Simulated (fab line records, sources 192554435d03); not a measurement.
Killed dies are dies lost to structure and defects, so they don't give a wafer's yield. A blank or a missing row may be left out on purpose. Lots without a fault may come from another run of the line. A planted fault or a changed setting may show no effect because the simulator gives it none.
Chamber matching | flow n5_finfet | N5_MIM_TOP_ALD_00 on ald_hk-03: 4 sister chambers
The step deposits Al2O3, purge time 3 s, co reactant pulse time 3 s. 4 wafers are shown with their chamber, then 8 later ones without.

WAFERS WITH THEIR CHAMBER
wafer  | chamber | precursor_pulse_height_rel
L088.3 | 3       | 0.996
L088.4 | 2       | 1.034
L091.6 | 1       | 0.962
L089.1 | 0       | 0.991

WAFERS WITHOUT THEIR CHAMBER
wafer  | precursor_pulse_height_rel
L089.4 | 1.005
L089.5 | 1.024
L092.1 | 0.993
L092.2 | 1.005
L092.3 | 1.026
L097.3 | 0.997
L097.5 | 0.993
L097.6 | 1.022

WHICH CHAMBER EACH WENT THROUGH
wafer  | from the rows above     | in truth
L089.4 | can't be placed: 3 or 0 | 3
L089.5 | 2                       | 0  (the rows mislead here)
L092.1 | can't be placed: 0 or 3 | 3
L092.2 | can't be placed: 3 or 0 | 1
L092.3 | 2                       | 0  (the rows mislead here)
L097.3 | can't be placed: 3 or 0 | 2
L097.5 | can't be placed: 0 or 3 | 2
L097.6 | can't be placed: 2 or 3 | 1
Placed correctly: 0 of 8. Can't be placed from these rows: 6 (the true chamber is among the candidates in 2). Placed wrongly: 2.
How it was worked out, from the rows above alone: a wafer's distance from a chamber is the root of the sum, over the readings, of the square of ((its reading less the chamber's mean) divided by the reading's scatter). The wafer belongs to the nearest chamber; if the next one is less than 2 further off, it can't be placed. A chamber's mean is the mean of its shown wafers. The scatter: with one shown wafer a chamber, the root of the mean of the squares of how far each hidden wafer lies from its nearest shown one.
